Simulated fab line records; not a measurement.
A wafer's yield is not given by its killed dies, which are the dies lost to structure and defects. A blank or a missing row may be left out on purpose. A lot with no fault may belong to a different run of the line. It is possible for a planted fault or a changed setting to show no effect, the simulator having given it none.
Chamber matching ; flow n5 finfet ; rie diel-06 running N5_BEOL_M0_SAQP_ETCH_83: 4 sister chambers
The step etches SiARC in CF4, target depth 39 nm, time 65 s. 30 wafers are shown with their chamber, then 12 later ones without.

WAFERS, EACH WITH ITS CHAMBER
wafer;chamber;showerhead plenum p Torr (Torr);drypump motor current A (A);etch rf on time s (s)
L074.1;3;2.19;6.1;63.0
L074.4;0;2.15;5.8;66.1
L074.6;1;2.25;5.6;65.6
L075.2;3;2.19;6.1;62.1
L075.3;2;2.15;5.6;65.9
L075.4;1;2.25;5.5;65.9
L077.2;1;2.24;5.5;65.4
L077.3;0;2.15;5.8;66.3
L077.5;3;2.19;6.1;63.5
L078.2;2;2.15;5.5;65.2
L078.4;3;2.19;6.0;62.6
L078.5;1;2.24;5.6;64.9
L080.2;2;2.14;5.5;66.0
L080.4;1;2.24;5.6;66.4
L080.5;2;2.14;5.6;66.5
L082.3;0;2.15;5.8;67.7
L082.4;1;2.24;5.6;66.1
L082.6;3;2.19;6.1;63.1
L083.2;2;2.14;5.5;66.7
L083.3;0;2.15;5.8;66.9
L083.6;1;2.24;5.5;65.9
L088.2;3;2.19;6.0;61.5
L088.5;2;2.14;5.5;67.7
L088.6;3;2.19;6.0;62.0
L090.3;1;2.23;5.6;65.3
L090.4;0;2.14;5.8;66.5
L090.6;3;2.18;6.1;60.7
L091.3;2;2.13;5.5;66.0
L091.4;0;2.14;5.8;66.3
L091.5;1;2.23;5.5;64.7

SIGNATURES (means of the wafers above)
reading;chamber 0;chamber 1;chamber 2;chamber 3;scatter within a chamber
showerhead plenum p Torr;2.1467;2.2400;2.1414;2.1887;0.0059
drypump motor current A;5.800;5.556;5.529;6.062;0.0461
etch rf on time s;66.633;65.578;66.286;62.312;0.732
Rule: for each reading, subtract the chamber's mean from the wafer's reading, divide by that reading's scatter and square the result; add these up over the readings and take the root, which gives the wafer's distance from the chamber. The wafer belongs to the nearest chamber; if the next one is less than 2 further off, it can't be placed. The scatter is the square root of a quotient: the sum, over the shown wafers, of each reading's squared deviation from its chamber's mean, divided by wafers minus chambers.

WAFERS MISSING THEIR CHAMBER
wafer;showerhead plenum p Torr (Torr);drypump motor current A (A);etch rf on time s (s)
L092.1;2.13;5.6;66.0
L092.2;2.23;5.5;65.2
L092.3;2.18;6.1;60.7
L092.4;2.18;6.1;60.9
L092.5;2.23;5.6;65.0
L092.6;2.13;5.5;66.3
L095.1;2.18;6.1;61.5
L095.2;2.23;5.5;65.8
L095.6;2.18;6.1;61.3
L096.1;2.23;5.6;65.5
L096.2;2.18;6.1;61.4
L096.5;2.18;6.1;61.2

CHAMBER TAKEN BY EACH
wafer;from the rows above;in truth
L092.1;2;2
L092.2;1;1
L092.3;3;3
L092.4;3;3
L092.5;1;1
L092.6;2;2
L095.1;3;3
L095.2;1;1
L095.6;3;3
L096.1;1;1
L096.2;3;3
L096.5;3;3
Correct placement for 12 of the 12. Not placeable from these rows: 0. Placed wrongly: 0.
